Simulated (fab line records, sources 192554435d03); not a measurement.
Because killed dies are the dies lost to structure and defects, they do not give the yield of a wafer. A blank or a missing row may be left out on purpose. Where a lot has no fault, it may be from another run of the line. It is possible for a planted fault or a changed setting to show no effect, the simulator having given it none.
Chamber matching :: flow n5 finfet :: N5_BEOL_M15_DEP_53 on pecvd-03: 3 sister chambers
The step deposits SiCN from 3MS/NH3, target thk 50 nm, time 17.8 s. 6 wafers are shown with their chamber, then 10 later ones without.

== EACH WAFER AND ITS CHAMBER ==
wafer: L084.3
chamber: 0
throttle valve pct (%): 18.9
showerhead plenum p Torr (Torr): 4.159

wafer: L089.6
chamber: 0
throttle valve pct (%): 19.4
showerhead plenum p Torr (Torr): 4.154

wafer: L092.4
chamber: 2
throttle valve pct (%): 16.2
showerhead plenum p Torr (Torr): 4.142

wafer: L092.5
chamber: 2
throttle valve pct (%): 16.1
showerhead plenum p Torr (Torr): 4.133

wafer: L093.2
chamber: 1
throttle valve pct (%): 17.6
showerhead plenum p Torr (Torr): 4.148

wafer: L093.4
chamber: 1
throttle valve pct (%): 17.7
showerhead plenum p Torr (Torr): 4.163

== WAFERS WITHOUT THEIR CHAMBER ==
wafer: L093.6
throttle valve pct (%): 16.3
showerhead plenum p Torr (Torr): 4.133

wafer: L094.4
throttle valve pct (%): 16.1
showerhead plenum p Torr (Torr): 4.132

wafer: L094.5
throttle valve pct (%): 17.5
showerhead plenum p Torr (Torr): 4.158

wafer: L094.6
throttle valve pct (%): 19.1
showerhead plenum p Torr (Torr): 4.139

wafer: L095.1
throttle valve pct (%): 19.4
showerhead plenum p Torr (Torr): 4.154

wafer: L095.3
throttle valve pct (%): 16.3
showerhead plenum p Torr (Torr): 4.139

wafer: L095.6
throttle valve pct (%): 19.3
showerhead plenum p Torr (Torr): 4.153

wafer: L097.1
throttle valve pct (%): 17.5
showerhead plenum p Torr (Torr): 4.163

wafer: L097.3
throttle valve pct (%): 16.5
showerhead plenum p Torr (Torr): 4.134

wafer: L097.6
throttle valve pct (%): 16.1
showerhead plenum p Torr (Torr): 4.131

== WHICH CHAMBER EACH WENT THROUGH ==
wafer: L093.6
from the rows above: 2
in truth: 2

wafer: L094.4
from the rows above: 2
in truth: 2

wafer: L094.5
from the rows above: 1
in truth: 1

wafer: L094.6
from the rows above: 0
in truth: 0

wafer: L095.1
from the rows above: 0
in truth: 0

wafer: L095.3
from the rows above: 2
in truth: 2

wafer: L095.6
from the rows above: 0
in truth: 0

wafer: L097.1
from the rows above: 1
in truth: 1

wafer: L097.3
from the rows above: 2
in truth: 2

wafer: L097.6
from the rows above: 2
in truth: 2
10 of 10 placed correctly. Not placeable from these rows: 0. Number placed wrongly: 0.
How it was worked out, from the rows above alone: a wafer's distance from a chamber is the root of the sum, over the readings, of the square of ((its reading less the chamber's mean) divided by the reading's scatter). The wafer belongs to the nearest chamber; if the next one is less than 2 further off, it can't be placed. Each chamber's mean is taken over the wafers shown for it. The scatter: take each reading less its chamber's mean, square it, sum over the shown wafers, divide by the number of wafers less the number of chambers, and take the root.
